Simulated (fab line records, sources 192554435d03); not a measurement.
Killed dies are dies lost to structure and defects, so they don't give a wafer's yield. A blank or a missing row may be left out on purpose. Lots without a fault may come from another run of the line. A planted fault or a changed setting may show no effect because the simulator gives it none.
fab line records | flow n5_finfet | part 2 of 2: steps 5 to 6 of 6
record lots=22 wafers=66 last_day=18
route steps=1938 shown HKMG_FIN@412 GATE_CUT@465
lots that met no fault: from a run of the same line without faults
start_h: hours from the record's first day to the start of the lot's first wafer shown | wait_h: hours since the lot's step before | " the same as in the row above | L1.1+2: a row that stands for several wafers | - no value, or no start given | * or withheld: withheld | < > ~ a bound
route shown NAME@n: a module of which the file shows steps, and the number in the route of the first | usual: mean/standard deviation of fault-free wafers | same: alike in all rows | chamber/n: place in a boat | sites: the reading at each site | _std_site: their standard deviation | _edge_site: outer sites' mean less inner sites' | radius_mm: how far each site lies from the wafer's centre | mask NAME#n: copy n | behind: the tool/chamber that last shaped the wafer | hold: why the lot was held/for how many hours/how that ended | device: the transistor (n, p or np) that didn't switch | end of line: the same wafers' tests at the end of the route | a step without rows: its recipe alone | killed: dies lost to structure and defects at the first sort, not the wafer's yield | map: a wafer's dies, x killed, . not, _ none there
set.NAME: the setting as run; set.NAME@STEP: as run at that earlier step | model.NAME: the simulator's own value behind a step, which no gauge read
steps of the route over a sample of lots; a table a step, a row a wafer
services: from which hour (start_h, from the record's first day; less than 0 if before it) a tool's chamber was out of use, for how many hours, and why
## steps
# step N5_GATE_CUT_STRIP_59
# recipe chemistry=N2/H2 time_s=20 power_w=100 temp_c=40 pressure_mtorr=100 rf_frequency_hz=6e+07 bias_power_w=3 n2_flow_sccm=300 h2_flow_sccm=300
# usual drypump_motor_current_A=5.39/0.29 h2_flow_sccm=300.0/0.9 oes_product_au=0.75/0.077 rf_vpp_V=45.2/0.85 showerhead_plenum_p_Torr=3.43/0.083 throttle_valve_pct=12.3/0.31
# columns lot.wafer tool chamber start_h wait_h drypump_motor_current_A h2_flow_sccm oes_product_au rf_hours_counter_h rf_vpp_V showerhead_plenum_p_Torr throttle_valve_pct
L074.2 rie_diel-05 3 78.41 0.1 5.31 301.3 0.77 127 44.6 3.38 12.3
L074.3 " 2 " " 5.69 299.3 0.70 227 46.6 3.47 12.4
L074.6 " 3 " " 5.34 300.6 0.78 - 44.3 3.38 12.3
L075.2 rie_diel-06 3 86.45 0.1 5.32 300.0 0.74 132 44.9 3.40 12.3
L075.4 " 0 " " 5.09 298.7 0.76 119 46.5 3.56 12.2
L075.5 " 0 " " 5.09 300.5 0.76 - 45.6 3.56 12.2
L076.1 rie_diel-06 2 93.32 0.1 5.93 300.7 0.74 172 45.7 3.40 12.7
L076.4 " 1 " " 5.49 300.3 0.71 223 47.2 3.47 12.4
L076.5 " 3 " " 5.33 299.9 0.73 - 44.9 3.39 12.3
L077.3 rie_diel-03 2 99.54 0.1 5.27 299.2 0.70 204 45.5 3.34 12.5
L077.5 " 2 " " 5.24 300.1 0.70 - 45.6 3.34 12.5
L077.6 " 3 " " 5.16 299.9 0.70 - 46.9 3.50 12.6
L078.1 rie_diel-06 1 111.40 0.1 5.42 298.9 0.70 228 46.4 3.47 12.4
L078.2 " 2 " " 5.90 299.8 0.75 177 45.1 3.39 12.7
L078.5 " 0 " " 5.10 300.0 0.75 - 45.6 3.55 12.2
L079.2 rie_diel-06 2 116.19 0.1 5.91 299.9 0.75 178 45.4 3.39 12.7
L079.3 " 1 " " 5.46 299.6 0.69 229 44.5 3.47 12.4
L079.6 " 0 " " 5.09 298.7 0.76 - 46.6 3.55 12.2
L080.2 rie_diel-05 2 117.24 0.1 5.72 300.2 0.69 240 46.3 3.46 12.5
L080.3 " 1 " " 5.49 300.3 0.97 5 44.7 3.32 11.7
L080.5 " 0 " " 5.03 300.6 0.69 - 44.1 3.49 12.7
L081.1 rie_diel-03 2 122.19 0.1 5.26 300.3 0.68 211 46.2 3.34 12.5
L081.3 " 0 " " 5.94 300.3 0.73 173 45.5 3.35 12.0
L081.6 " 3 " " 5.14 300.0 0.70 - 44.8 3.49 12.6
L082.3 rie_diel-03 1 128.09 0.1 5.31 299.2 0.83 41 45.2 3.56 11.9
L082.5 " 3 " " 5.16 298.2 0.70 - 46.1 3.49 12.6
L082.6 " 2 " " 5.23 299.2 0.69 - 46.0 3.34 12.5
L083.1 rie_diel-03 3 134.97 0.1 5.15 300.9 0.70 230 44.6 3.49 12.6
L083.2 " 0 " " 5.95 300.4 0.72 177 45.6 3.35 12.0
L083.6 " 0 " " 5.95 300.1 0.72 - 44.3 3.35 12.0
L084.1 rie_diel-06 1 140.53 0.1 5.44 301.4 0.70 238 45.7 3.47 12.5
L084.4 " 1 " " 5.43 301.5 0.69 - 44.6 3.47 12.4
L084.5 " 3 " " 5.34 299.5 0.73 - 44.1 3.39 12.4
L085.1 rie_diel-06 1 146.49 0.1 5.47 300.5 0.69 241 45.9 3.47 12.5
L085.3 " 2 " " 5.92 300.1 0.74 179 45.0 3.39 12.7
L085.6 " 2 " " 5.91 299.6 0.75 - 44.8 3.39 12.8
L086.3 rie_diel-03 1 152.82 0.1 5.28 301.1 0.84 50 45.9 3.55 11.9
L086.4 " 0 " " 5.95 301.8 0.73 183 44.9 3.35 12.0
L086.5 " 1 " " 5.30 300.9 0.83 - 45.4 3.55 11.9
L087.2 rie_diel-05 0 161.92 0.1 5.01 301.6 0.69 244 45.5 3.49 12.7
L087.3 " 3 " " 5.35 300.4 0.74 152 44.4 3.36 12.4
L087.5 " 3 " " 5.32 299.1 0.74 - 44.6 3.37 12.4
L088.3 rie_diel-03 0 165.11 0.1 5.96 300.7 0.72 186 45.2 3.35 12.0
L088.5 " 2 " " 5.25 300.3 0.69 - 44.6 3.33 12.6
L088.6 " 3 " " 5.15 300.2 0.69 - 45.3 3.48 12.6
L090.2 rie_diel-03 0 175.61 0.1 5.92 298.8 0.71 189 44.5 3.34 12.0
L090.3 " 2 " " 5.24 299.4 0.68 228 45.9 3.33 12.6
L090.4 " 3 " " 5.16 301.1 0.69 240 46.1 3.48 12.6
L091.1 rie_diel-03 0 181.03 0.1 5.95 299.8 0.71 190 44.9 3.34 12.0
L091.2 " 1 " " 5.29 299.3 0.82 57 44.6 3.55 11.9
L091.4 " 3 " " 5.14 299.3 0.69 241 45.5 3.48 12.6
L092.1 rie_diel-06 0 187.02 0.1 5.10 299.0 0.74 153 45.0 3.54 12.3
L092.2 " 3 " " 5.34 299.4 0.71 170 48.1 3.38 12.4
L092.3 " 2 " " 5.89 298.7 0.74 194 46.0 3.38 12.8
L094.1 rie_diel-03 1 199.26 0.1 5.28 300.6 0.82 63 46.1 3.54 11.9
L094.4 " 2 " " 5.23 299.8 0.68 235 45.1 3.33 12.6
L094.5 " 0 " " 5.97 299.3 0.72 - 42.9 3.34 12.1
L095.2 rie_diel-06 0 210.36 0.1 5.09 298.4 0.73 160 44.9 3.53 12.3
L095.3 " 1 " " 5.49 299.6 0.96 5 46.0 3.46 11.8
L095.6 " 2 " " 5.90 299.7 0.73 - 45.7 3.38 12.8
L096.1 rie_diel-03 0 213.01 0.1 5.94 300.7 0.71 201 45.3 3.34 12.1
L096.3 " 2 " " 5.28 299.7 0.67 239 45.0 3.33 12.6
L096.4 " 1 " " 5.30 300.3 0.81 - 45.2 3.54 11.9
L097.3 rie_diel-05 1 220.50 0.1 5.47 299.6 0.90 37 45.2 3.30 11.7
L097.5 " 0 " " 5.03 298.1 1.01 - 43.8 3.48 12.1
L097.6 " 1 " " 5.47 300.4 0.91 - 46.0 3.30 11.7
# step N5_GATE_CUT_SAC_CAP_01
# recipe material=SiNx target_thk_a=240 temp_c=400 ald_precursor_family=SiH2I2 ald_co_reactant=N2/H2-plasma pulse_time_s=1 ald_cycles=480 purge_time_s=2 co_reactant_purge_time_s=2 pressure_torr=2
# usual heater_power_w=829/58 precursor_pulse_height_rel=0.998/0.02
# columns lot.wafer tool chamber start_h wait_h heater_power_w precursor_pulse_height_rel
L074.2 ald_sin-03 0 78.64 0.0 822 0.987
L074.3 " 2 " " 788 0.999
L074.6 " 0 79.72 1.1 786 0.997
L075.2 ald_sin-03 0 86.68 0.0 793 0.994
L075.4 " 1 " " 922 1.000
L075.5 " 0 87.77 1.1 789 0.973
L076.1 ald_sin-01 1 93.60 0.1 832 1.028
L076.4 " 0 " " 884 1.002
L076.5 " 0 94.68 1.2 874 1.014
L077.3 ald_sin-02 2 101.68 2.0 839 0.999
L077.5 " 1 102.76 3.0 828 0.990
L077.6 " 0 " " 702 0.985
L078.1 ald_sin-03 3 112.10 0.5 900 0.942
L078.2 " 1 " " 899 0.989
L078.5 " 2 113.19 1.6 797 0.993
L079.2 ald_sin-03 2 116.41 0.0 797 0.982
L079.3 " 3 " " 922 0.975
L079.6 " 2 117.49 1.1 824 0.997
L080.2 ald_sin-02 0 119.64 2.2 711 1.028
L080.3 " 1 " " 848 0.988
L080.5 " 3 120.73 3.3 846 0.990
L081.1 ald_sin-01 1 122.41 0.0 840 1.069
L081.3 " 3 " " 783 1.000
L081.6 " 0 123.49 1.1 874 0.989
L082.3 ald_sin-03 2 128.31 0.0 799 0.997
L082.5 " 3 129.39 1.1 892 1.010
L082.6 " 2 " " 830 0.988
L083.1 ald_sin-03 3 135.27 0.1 913 0.989
L083.2 " 0 " " 789 1.023
L083.6 " 0 136.36 1.2 791 0.991
L084.1 ald_sin-03 1 140.75 0.0 911 1.049
L084.4 " 3 " " 908 0.975
L084.5 " 2 141.83 1.1 811 0.990
L085.1 ald_sin-01 1 146.70 0.0 825 1.035
L085.3 " 0 " " 897 0.990
L085.6 " 1 147.79 1.1 869 0.992
L086.3 ald_sin-03 1 153.17 0.2 905 1.005
L086.4 " 0 " " 794 1.037
L086.5 " 3 154.26 1.3 901 0.975
L087.2 ald_sin-02 1 162.14 0.0 830 0.996
L087.3 " 2 " " 848 0.980
L087.5 " 3 163.23 1.1 845 0.980
L088.3 ald_sin-02 2 165.32 0.0 845 1.029
L088.5 " 1 166.41 1.1 834 1.025
L088.6 " 2 " " 825 0.998
L090.2 ald_sin-02 2 176.02 0.2 851 0.967
L090.3 " 1 " " 836 1.016
L090.4 " 3 " " 819 0.989
L091.1 ald_sin-02 3 182.39 1.2 833 1.010
L091.2 " 2 " " 837 1.013
L091.4 " 1 " " 842 0.996
L092.1 ald_sin-02 3 188.69 1.5 825 0.981
L092.2 " 1 " " 836 1.020
L092.3 " 2 " " 845 1.013
L094.1 ald_sin-03 1 199.48 0.0 874 1.023
L094.4 " 1 200.56 1.1 887 0.970
L094.5 " 0 " " 767 1.020
L095.2 ald_sin-02 3 210.57 0.0 841 1.006
L095.3 " 1 " " 837 1.017
L095.6 " 3 211.66 1.1 829 0.997
L096.1 ald_sin-02 1 213.23 0.0 815 1.020
L096.3 " 3 " " 855 0.986
L096.4 " 0 " " 713 1.021
L097.3 ald_sin-02 2 220.72 0.0 838 0.986
L097.5 " 0 221.80 1.1 705 1.007
L097.6 " 1 " " 815 0.965
## services
# columns tool chamber start_h hours kind
ald_sin-02 - 85.48 14.0 pm
rie_diel-05 0 91.43 9.1 repair
rie_metal-01 - 105.87 0.5 repair
rie_metal-01 - 107.48 4.3 pm
rie_diel-06 2 118.80 26.8 repair
ald_sin-01 1 126.81 11.3 repair
ald_metal-03 - 131.28 14.6 pm
ald_sin-01 2 138.37 4.5 repair
ald_metal-02 - 153.04 1.9 repair
rie_metal-03 0 159.23 2.2 repair
cvd_w-01 0 165.55 5.7 repair
rie_diel-06 0 169.70 4.3 repair
rie_diel-06 1 173.98 - clean
ald_sin-03 - 177.71 14.0 pm
ald_metal-01 - 178.52 28.1 pm
rie_diel-05 - 184.13 1.2 repair
rie_metal-03 0 202.61 15.0 repair
rie_diel-03 3 207.89 9.7 repair
ald_metal-02 - 216.21 2.8 pm
rie_diel-03 3 218.18 - clean
rie_diel-03 3 218.18 - consumable_replace:focus_ring
rie_diel-03 3 218.18 18.2 scheduled_down
rie_diel-03 3 218.18 18.2 vent_cycle
ald_sin-02 3 219.01 84.8 repair
